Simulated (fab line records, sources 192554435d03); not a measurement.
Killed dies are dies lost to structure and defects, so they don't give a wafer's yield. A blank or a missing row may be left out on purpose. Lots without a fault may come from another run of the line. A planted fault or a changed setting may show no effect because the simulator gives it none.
fab line records | flow n5_finfet
record lots=10 wafers=28 last_day=17
route steps=1938 shown GATE_CUT@505 MOL_CONTACT_COAG@523 BEOL_M4@1111
lots that met no fault: from a run of the same line without faults
start_h: hours from the record's first day to the start of the lot's first wafer shown | wait_h: hours since the lot's step before | " the same as in the row above | L1.1+2: a row that stands for several wafers | - no value, or no start given | * or withheld: withheld | < > ~ a bound
route shown NAME@n: a module of which the file shows steps, and the number in the route of the first | usual: mean/standard deviation of fault-free wafers | same: alike in all rows | chamber/n: place in a boat | sites: the reading at each site | _std_site: their standard deviation | _edge_site: outer sites' mean less inner sites' | radius_mm: how far each site lies from the wafer's centre | mask NAME#n: copy n | behind: the tool/chamber that last shaped the wafer | hold: why the lot was held/for how many hours/how that ended | device: the transistor (n, p or np) that didn't switch | end of line: the same wafers' tests at the end of the route | a step without rows: its recipe alone | killed: dies lost to structure and defects at the first sort, not the wafer's yield | map: a wafer's dies, x killed, . not, _ none there
set.NAME: the setting as run; set.NAME@STEP: as run at that earlier step | model.NAME: the simulator's own value behind a step, which no gauge read
steps of the route over a sample of lots; a table a step, a row a wafer
services: from which hour (start_h, from the record's first day; less than 0 if before it) a tool's chamber was out of use, for how many hours, and why
## steps
# step N5_GATE_CUT_VAPOR_ETCH_49
# recipe chemistry=BCl3/Cl2 target=TiAlC mode=isotropic
# usual drypump_motor_current_A=5.8/0.37 oes_product_au=0.76/0.11
# columns lot.wafer tool chamber start_h wait_h drypump_motor_current_A oes_product_au
L790.2 rie_metal-03 0 94.73 0.0 5.7 0.75
L790.6 " 0 " " 5.7 0.74
L792.1 rie_metal-02 1 110.48 0.0 5.3 0.80
L792.3 " 1 " " 5.3 0.80
L792.6 " 0 " " 5.9 0.65
L797.4 rie_metal-02 0 137.35 0.0 5.9 0.65
L797.5 " 1 " " 5.3 0.79
L797.6 " 0 " " 5.9 0.65
L799.2 rie_metal-01 1 151.80 0.0 6.4 0.70
L799.3 " 0 " " 5.4 0.93
L799.6 " 1 " " 6.5 0.70
L801.3 rie_metal-03 0 161.87 0.0 5.7 0.73
L801.5 " 1 " " 5.7 0.97
L804.1 rie_metal-03 1 177.11 0.0 5.7 0.95
L804.4 " 0 " " 5.8 0.72
L804.6 " 0 " " 5.7 0.73
L805.1 rie_metal-01 0 184.69 0.0 5.4 0.90
L805.3 " 1 " " 6.5 0.69
L805.4 " 0 " " 5.4 0.90
L807.1 rie_metal-03 0 198.86 0.0 5.8 0.72
L807.5 " 0 " " 5.8 0.72
L807.6 " 1 " " 5.7 0.93
L810.2 rie_metal-03 0 216.07 0.0 5.8 0.72
L810.3 " 0 " " 5.7 0.72
L810.4 " 1 " " 5.7 0.91
L811.2 rie_metal-01 0 222.62 0.0 5.4 0.88
L811.3 " 0 " " 5.4 0.88
L811.6 " 1 " " 6.4 0.69
# step N5_GATE_CUT_VAPOR_ETCH_51
# recipe chemistry=BCl3/Cl2 target=HfO2 mode=isotropic
# usual drypump_motor_current_A=5.8/0.38 oes_product_au=0.76/0.1
# columns lot.wafer tool chamber start_h wait_h drypump_motor_current_A oes_product_au
L790.2 rie_metal-03 0 94.76 0.0 5.7 0.75
L790.6 " 0 " " 5.8 0.75
L792.1 rie_metal-02 1 110.51 0.0 5.3 0.80
L792.3 " 1 " " 5.3 0.80
L792.6 " 0 " " 5.9 0.65
L797.4 rie_metal-02 0 137.38 0.0 5.9 0.64
L797.5 " 1 " " 5.3 0.80
L797.6 " 0 " " 5.9 0.64
L799.2 rie_metal-01 1 151.83 0.0 6.5 0.70
L799.3 " 0 " " 5.4 0.92
L799.6 " 1 " " 6.5 0.70
L801.3 rie_metal-03 0 161.91 0.0 5.8 0.73
L801.5 " 1 " " 5.7 0.95
L804.1 rie_metal-03 1 177.14 0.0 5.7 0.94
L804.4 " 0 " " 5.7 0.72
L804.6 " 0 " " 5.7 0.72
L805.1 rie_metal-01 0 184.72 0.0 5.4 0.90
L805.3 " 1 " " 6.5 0.70
L805.4 " 0 " " 5.4 0.90
L807.1 rie_metal-03 0 198.89 0.0 5.7 0.72
L807.5 " 0 " " 5.7 0.72
L807.6 " 1 " " 5.7 0.94
L810.2 rie_metal-03 0 216.10 0.0 5.7 0.71
L810.3 " 0 " " 5.8 0.72
L810.4 " 1 " " 5.7 0.92
L811.2 rie_metal-01 0 222.65 0.0 5.4 0.88
L811.3 " 0 " " 5.4 0.86
L811.6 " 1 " " 6.5 0.68
# step N5_GATE_CUT_CMP_43
# recipe material=SiO2 post_cmp_clean=rinse_only
# usual edge_zone_pressure_frac=1.000/0.005 motor_current_A=11.9/1.2 retaining_ring_pressure_frac=0.999/0.0044
# columns lot.wafer tool chamber start_h wait_h edge_zone_pressure_frac motor_current_A retaining_ring_pressure_frac
L790.2 cmp-04 0 97.68 0.0 1.000 12.2 0.998
L790.6 " 0 " " 0.996 12.4 0.992
L792.1 cmp-02 2 112.97 0.2 0.994 11.1 1.005
L792.3 " 0 " " 1.008 12.3 0.995
L792.6 " 2 " " 0.992 10.9 0.998
L797.4 cmp-04 3 140.21 0.3 0.991 13.3 1.006
L797.6 " 0 " " 1.001 11.8 0.997
L797.5 " 1 " " 1.001 12.2 0.996
L799.3 cmp-03 2 153.85 0.0 1.000 12.6 0.999
L799.2 " 1 " " 1.003 10.7 1.007
L799.6 " 3 " " 1.004 11.0 0.996
L801.3 cmp-03 2 164.17 0.3 1.004 12.7 1.003
L801.5 " 3 " " 1.004 11.4 0.994
L804.1 cmp-02 1 179.28 0.1 1.001 9.6 1.009
L804.4 " 2 " " 0.995 11.0 0.996
L804.6 " 2 " " 1.002 10.8 1.003
L805.1 cmp-04 1 186.87 0.2 1.003 12.7 1.000
L805.3 " 3 " " 0.999 13.9 1.005
L805.4 " 0 " " 1.001 12.1 0.990
L807.1 cmp-03 0 201.15 0.3 1.004 10.1 1.008
L807.6 " 1 " " 0.991 11.4 0.998
L807.5 " 2 " " 1.005 12.8 0.995
L810.2 cmp-04 0 218.40 0.0 1.004 12.5 1.005
L810.4 " 1 " " 0.995 12.8 1.001
L810.3 " 2 " " 1.000 11.3 0.992
L811.3 cmp-02 1 224.83 0.2 1.008 9.7 0.995
L811.2 " 2 " " 1.002 10.3 0.995
L811.6 " 0 " " 0.989 13.0 0.994
# step N5_MOL_CONTACT_COAG_EXPOSE_05
# recipe mask_id=CA na=0.33 source_shape=annular sigma_inner=0.4 sigma_outer=0.8 polarization=unpolarized defocus_nm=0 dose_mj=38.25
# usual exposure_dose_mJ_cm2=38.23/0.033
# same sigma_outer=0.8
# columns lot.wafer tool chamber start_h wait_h mask exposure_dose_mJ_cm2
L790.2 euv_scanner-02 0 98.69 - CA#0 38.23
L790.6 " 0 " " CA#0 38.25
L792.1 euv_scanner-02 0 113.85 - CA#0 38.23
L792.3 " 0 " " CA#0 38.25
L792.6 " 0 " " CA#0 38.23
L797.4 euv_scanner-02 0 140.87 - CA#0 36.98
L797.5 " 0 " " CA#0 36.90
L797.6 " 0 " " CA#0 36.95
L799.2 euv_scanner-02 0 154.86 - CA#0 37.18
L799.3 " 0 " " CA#0 37.18
L799.6 " 0 " " CA#0 37.20
L801.3 euv_scanner-01 0 164.95 - CA#0 38.23
L801.5 " 0 " " CA#0 38.22
L804.1 euv_scanner-01 0 180.28 - CA#0 38.23
L804.4 " 0 " " CA#0 38.24
L804.6 " 0 " " CA#0 38.30
L805.1 euv_scanner-01 0 187.75 - CA#0 38.19
L805.3 " 0 " " CA#0 38.24
L805.4 " 0 " " CA#0 38.24
L807.1 euv_scanner-01 0 201.91 - CA#0 38.26
L807.5 " 0 " " CA#0 38.23
L807.6 " 0 " " CA#0 38.23
L810.2 euv_scanner-01 0 219.29 - CA#0 38.24
L810.3 " 0 " " CA#0 38.18
L810.4 " 0 " " CA#0 38.20
L811.2 euv_scanner-01 0 225.55 - CA#0 38.22
L811.3 " 0 " " CA#0 38.25
L811.6 " 0 " " CA#0 38.19
# step N5_MOL_CONTACT_COAG_CD_MEAS_08
# recipe target_cd_nm=28 landing_energy_ev=500 detector=se_inlens polarity=opening
# usual cd_nm=28.03/0.25
# columns lot.wafer tool chamber start_h wait_h cd_nm
L790.2 cd_sem-02 0 98.81 - 27.79
L790.6 " 0 " " 27.61
L792.1 cd_sem-02 0 113.98 - 28.09
L792.3 " 0 " " 28.07
L792.6 " 0 " " 27.99
L797.4 cd_sem-02 0 140.99 - 27.47
L797.5 " 0 " " 26.91
L797.6 " 0 " " 26.89
L799.2 cd_sem-01 0 154.99 - 27.32
L799.3 " 0 " " 27.49
L799.6 " 0 " " 27.54
L801.3 cd_sem-03 0 165.07 - 28.28
L801.5 " 0 " " 28.31
L804.1 cd_sem-02 0 180.41 - 28.19
L804.4 " 0 " " 28.13
L804.6 " 0 " " 28.52
L805.1 cd_sem-03 0 187.88 - 27.74
L805.3 " 0 " " 28.26
L805.4 " 0 " " 28.33
L807.1 cd_sem-01 0 202.04 - 28.06
L807.5 " 0 " " 27.76
L807.6 " 0 " " 27.71
L810.2 cd_sem-03 0 219.41 - 27.92
L810.3 " 0 " " 28.34
L810.4 " 0 " " 28.34
L811.2 cd_sem-03 0 225.68 - 27.65
L811.3 " 0 " " 27.63
L811.6 " 0 " " 27.97
# step N5_BEOL_M4_RC_MEAS_101
# usual DIBL_N=36.3/1.6 DIBL_P=36.2/2.1 IOFF_N=0.16/0.031 IOFF_P=0.21/0.034 ION_N=673/11 ION_P=461/7.4 RC_DENSE_N=18.9/0.44 RC_N=15.4/0.35 RC_P=19.3/0.46 SS_N=71.6/0.55 SS_P=73.3/0.66 VT_N=251/3.2 VT_P=-251/3.5
# columns lot.wafer tool chamber start_h wait_h DIBL_N[mV/V] DIBL_P[mV/V] IOFF_N[nA/um] IOFF_P[nA/um] ION_N[uA/um] ION_P[uA/um] RC_DENSE_N[ohm.um] RC_N[ohm.um] RC_P[ohm.um] SS_N[mV/dec] SS_P[mV/dec] VT_N[mV] VT_P[mV]
L790.2 prober-02 0 163.25 0.2 33.4 33.4 0.12 0.15 664 452 18.8 15.2 19.1 70.8 72.9 258 -254
L790.6 " 0 " " 35.0 36.1 0.15 0.20 661 453 19.2 15.5 19.7 71.6 73.3 249 -251
L792.1 prober-02 0 185.05 0.0 36.0 35.8 0.14 0.22 661 460 19.2 15.6 19.5 72.0 73.4 255 -250
L792.3 " 0 " " 38.8 39.2 0.20 0.28 679 467 18.5 15.2 19.0 71.9 74.3 249 -244
L792.6 " 0 " " 38.9 39.4 0.19 0.28 675 473 18.5 15.1 18.9 72.2 74.7 248 -244
L797.4 prober-02 0 206.67 0.5 34.8 35.7 0.14 0.18 650 451 20.9 16.9 21.1 70.9 72.8 247 -252
L797.5 " 0 " " 36.3 37.0 0.16 0.19 677 460 21.1 17.4 21.5 71.2 73.4 250 -254
L797.6 " 0 " " 37.1 38.3 0.18 0.22 663 454 20.3 16.5 20.4 71.7 74.2 246 -250
L799.2 prober-01 0 222.41 0.2 35.0 33.8 0.13 0.17 671 456 20.2 16.4 20.6 70.8 72.5 256 -254
L799.3 " 0 " " 37.7 36.7 0.19 0.21 675 456 19.6 16.1 20.2 72.4 73.1 249 -251
L799.6 " 0 " " 36.8 34.5 0.15 0.18 660 452 19.5 15.8 20.0 71.7 72.5 253 -254
L801.3 prober-01 0 236.62 0.3 38.2 37.3 0.17 0.19 673 450 18.3 14.9 18.7 72.4 73.8 249 -257
L801.5 " 0 " " 35.9 35.5 0.14 0.17 669 451 18.4 15.1 18.8 70.9 72.5 252 -256
L804.1 prober-02 0 245.44 0.0 37.3 38.7 0.19 0.27 687 475 18.9 15.4 19.2 71.9 73.0 245 -241
L804.4 " 0 " " 33.8 33.8 0.12 0.20 680 476 18.2 14.9 18.7 70.7 72.2 252 -248
L804.6 " 0 " " 35.9 36.8 0.17 0.24 680 469 18.0 14.6 18.3 71.6 73.1 247 -244
L805.1 prober-02 0 253.81 0.0 36.2 33.6 0.13 0.19 663 451 18.9 15.5 19.6 71.1 72.5 253 -255
L805.3 " 0 " " 38.6 36.5 0.18 0.23 679 464 18.7 15.3 19.3 71.7 73.8 252 -248
L805.4 " 0 " " 35.8 33.4 0.13 0.19 653 456 18.4 15.1 18.9 71.4 73.3 253 -254
L807.1 prober-01 0 268.94 0.0 36.5 37.0 0.16 0.20 669 462 18.9 15.5 19.2 72.3 73.6 251 -249
L807.5 " 0 " " 36.2 36.8 0.15 0.20 665 460 18.6 15.1 18.8 71.2 73.7 251 -251
L807.6 " 0 " " 35.5 34.7 0.13 0.17 661 452 18.6 15.2 19.1 71.5 73.0 256 -253
L810.2 prober-01 0 295.65 0.2 34.2 32.7 0.10 0.14 656 455 18.6 15.1 19.2 70.4 71.8 257 -254
L810.3 " 0 " " 37.2 37.0 0.15 0.19 667 456 18.3 15.1 19.1 71.2 72.6 251 -253
L810.4 " 0 " " 36.9 36.4 0.14 0.19 666 463 18.5 15.1 19.2 71.6 72.9 252 -255
L811.2 prober-01 0 298.01 0.2 37.9 38.5 0.19 0.23 687 466 19.6 16.1 19.9 71.7 74.6 248 -249
L811.3 " 0 " " 39.1 41.1 0.23 0.28 697 472 19.0 15.7 19.5 73.3 74.0 245 -248
L811.6 " 0 " " 39.1 41.7 0.25 0.29 708 478 19.0 15.7 19.7 72.5 74.3 243 -248
## services
# columns tool chamber start_h hours kind
euv_scanner-01 - 73.45 1.0 pm
euv_scanner-01 - 79.19 7.4 repair
cmp-04 - 82.93 3.9 pm
euv_scanner-02 - 88.99 4.6 pm
euv_scanner-01 - 90.89 0.8 repair
cmp-04 - 99.77 4.0 pm
cmp-03 - 111.24 4.0 pm
rie_metal-01 - 113.60 0.4 repair
euv_scanner-01 - 114.11 0.6 repair
euv_scanner-02 - 123.56 1.0 pm
euv_scanner-01 - 129.62 1.0 pm
cmp-02 - 134.22 4.5 pm
cmp-03 - 134.79 3.7 pm
rie_metal-02 - 150.85 2.8 pm
euv_scanner-01 - 166.24 5.8 pm
cmp-04 - 170.48 3.3 repair
euv_scanner-01 - 174.23 1.2 repair
euv_scanner-02 - 179.71 1.0 pm
euv_scanner-01 - 185.75 1.0 pm
cmp-04 - 187.98 1.9 repair
cmp-02 - 188.39 11.7 pm
cmp-02 - 200.59 4.0 pm
euv_scanner-02 - 225.07 5.8 pm
rie_metal-01 1 225.19 7.6 repair
## key
first_sign step=N5_MOL_CONTACT_COAG_EXPOSE_05 reading=exposure_dose_mJ_cm2 direction=down sigmas=36 usual=38.23 struck=37.06
effect step=N5_MOL_CONTACT_COAG_CD_MEAS_08 reading=cd_nm direction=down sigmas=3.1 usual=28.03 struck=27.27 through=control_loop
effect step=N5_BEOL_M4_RC_MEAS_101 reading=RC_N direction=up sigmas=3.2 usual=15.4 struck=16.5
effect step=N5_BEOL_M4_RC_MEAS_101 reading=RC_DENSE_N direction=up sigmas=3.1 usual=18.9 struck=20.3
effect step=N5_BEOL_M4_RC_MEAS_101 reading=RC_P direction=up sigmas=2.9 usual=19.3 struck=20.6 wafers_moved=5
met_at N5_MOL_CONTACT_COAG_EXPOSE_05
struck_lots L797,L799
loop_trim step=N5_MOL_CONTACT_COAG_EXPOSE_05 setting=dose lots=L799
not_acting_at N5_GATE_CUT_VAPOR_ETCH_49,N5_GATE_CUT_VAPOR_ETCH_51,N5_GATE_CUT_CMP_43
onset_between 113.85 140.87
fault kind=process_parameter_drift tool=euv_scanner-02 chamber=- onset_h=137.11 steps=N5_MOL_CONTACT_COAG_EXPOSE_05 channel=dose_mj offset=-1.2798 shape=step acts_in=these_recipes_only stated=38.25
# loop_trim: a control loop set the setting to another value than it would have without faults
